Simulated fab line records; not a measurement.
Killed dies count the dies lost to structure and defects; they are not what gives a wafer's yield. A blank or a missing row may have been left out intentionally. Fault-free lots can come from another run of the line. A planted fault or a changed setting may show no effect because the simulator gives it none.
Chamber matching + flow nand_harc + 4 sister chambers for NHARC_A_STAIRCASE_DESCUM_168 on rie_diel-04
The step chemistry O2, time 3 s. 8 wafers are shown with their chamber, then 11 later ones without.

== EACH WAFER AND ITS CHAMBER ==
| wafer  | chamber | drypump_motor_current_A (A) | oes_product_au (a.u.) |
|--------|---------|-----------------------------|-----------------------|
| L075.1 | 2       | 5.63                        | 0.981                 |
| L075.6 | 1       | 5.49                        | 0.985                 |
| L080.2 | 1       | 5.49                        | 1.002                 |
| L080.6 | 0       | 5.72                        | 0.997                 |
| L084.1 | 2       | 5.62                        | 1.004                 |
| L084.3 | 3       | 5.96                        | 0.993                 |
| L084.4 | 0       | 5.74                        | 1.006                 |
| L085.1 | 3       | 5.96                        | 0.982                 |

== WAFERS WHOSE CHAMBER IS MISSING ==
| wafer  | drypump_motor_current_A (A) | oes_product_au (a.u.) |
|--------|-----------------------------|-----------------------|
| L085.2 | 5.47                        | 0.981                 |
| L085.3 | 5.72                        | 0.997                 |
| L089.3 | 5.68                        | 0.998                 |
| L089.5 | 5.68                        | 1.002                 |
| L089.6 | 5.47                        | 0.988                 |
| L090.2 | 5.73                        | 0.990                 |
| L090.3 | 5.96                        | 0.986                 |
| L090.6 | 5.72                        | 0.987                 |
| L090.1 | 5.62                        | 1.004                 |
| L090.4 | 5.48                        | 0.988                 |
| L090.5 | 5.97                        | 0.997                 |

== THE CHAMBER EACH PASSED THROUGH ==
| wafer  | from the rows above     | in truth |
|--------|-------------------------|----------|
| L085.2 | 1                       | 1        |
| L085.3 | 0                       | 0        |
| L089.3 | can't be placed: 0 or 2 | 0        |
| L089.5 | can't be placed: 0 or 2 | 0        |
| L089.6 | 1                       | 1        |
| L090.2 | 0                       | 0        |
| L090.3 | 3                       | 3        |
| L090.6 | 0                       | 0        |
| L090.1 | 2                       | 2        |
| L090.4 | 1                       | 1        |
| L090.5 | 3                       | 3        |
Placed correctly: 9 of 11. Cannot be placed on the basis of these rows: 2; the candidates contain the true chamber in 2. Wrongly placed: 0.
How it was worked out, from the rows above alone: a wafer's distance from a chamber is the root of the sum, over the readings, of the square of ((its reading less the chamber's mean) divided by the reading's scatter). If the next closest chamber is less than 2 further off than the closest, the wafer can't be placed; otherwise it belongs to the closest. For every chamber, the mean is computed from those of its wafers that are shown. The scatter: the root of (the sum of the squares of (reading less its chamber's mean) over the shown wafers, divided by (wafers less chambers)).
